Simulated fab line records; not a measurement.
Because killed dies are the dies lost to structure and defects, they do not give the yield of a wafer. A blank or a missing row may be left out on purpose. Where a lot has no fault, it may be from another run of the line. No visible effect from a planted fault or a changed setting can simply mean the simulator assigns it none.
Chamber matching + flow n5Finfet + N5_PMOS_HMC_CHANNEL_EPI_DESCUM_14 on rieDiel-04 has 4 sister chambers
The step chemistry O2, time 7.9 s. 8 wafers are shown with their chamber, then 7 later ones without.

== WAFERS, EACH WITH ITS CHAMBER ==
| wafer  | chamber | showerheadPlenumPTorr (Torr) | drypumpMotorCurrentA (A) |
|--------|---------|------------------------------|--------------------------|
| L149.2 | 0       | 2.24                         | 5.4                      |
| L152.1 | 2       | 2.09                         | 6.5                      |
| L152.3 | 0       | 2.23                         | 5.5                      |
| L152.4 | 1       | 2.11                         | 6.2                      |
| L154.2 | 1       | 2.10                         | 6.1                      |
| L154.6 | 3       | 2.10                         | 6.4                      |
| L158.1 | 2       | 2.09                         | 6.5                      |
| L158.2 | 3       | 2.10                         | 6.4                      |

== WAFERS WITHOUT THEIR CHAMBER ==
| wafer  | showerheadPlenumPTorr (Torr) | drypumpMotorCurrentA (A) |
|--------|------------------------------|--------------------------|
| L158.4 | 2.23                         | 5.5                      |
| L160.1 | 2.09                         | 6.5                      |
| L160.2 | 2.23                         | 5.4                      |
| L160.6 | 2.23                         | 5.4                      |
| L161.1 | 2.10                         | 6.5                      |
| L161.3 | 2.08                         | 6.5                      |
| L161.6 | 2.23                         | 5.4                      |

== EACH ONE'S CHAMBER ==
| wafer  | from the rows above     | in truth |
|--------|-------------------------|----------|
| L158.4 | 0                       | 0        |
| L160.1 | 2                       | 2        |
| L160.2 | 0                       | 0        |
| L160.6 | 0                       | 0        |
| L161.1 | can't be placed: 3 or 2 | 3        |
| L161.3 | 2                       | 2        |
| L161.6 | 0                       | 0        |
Placed correctly: 6 of 7. These rows do not allow placing 1 (true chamber among the candidates in 1). Number placed wrongly: 0.
How it was worked out, from the rows above alone: a wafer's distance from a chamber is the root of the sum, over the readings, of the square of ((its reading less the chamber's mean) divided by the reading's scatter). The wafer belongs to the nearest chamber; if the next one is less than 2 further off, it can't be placed. Each chamber's mean is taken over the wafers shown for it. How the scatter is found: for the shown wafers, subtract from each reading the mean of its chamber, square and add these, divide the total by (wafers less chambers), then take the root.
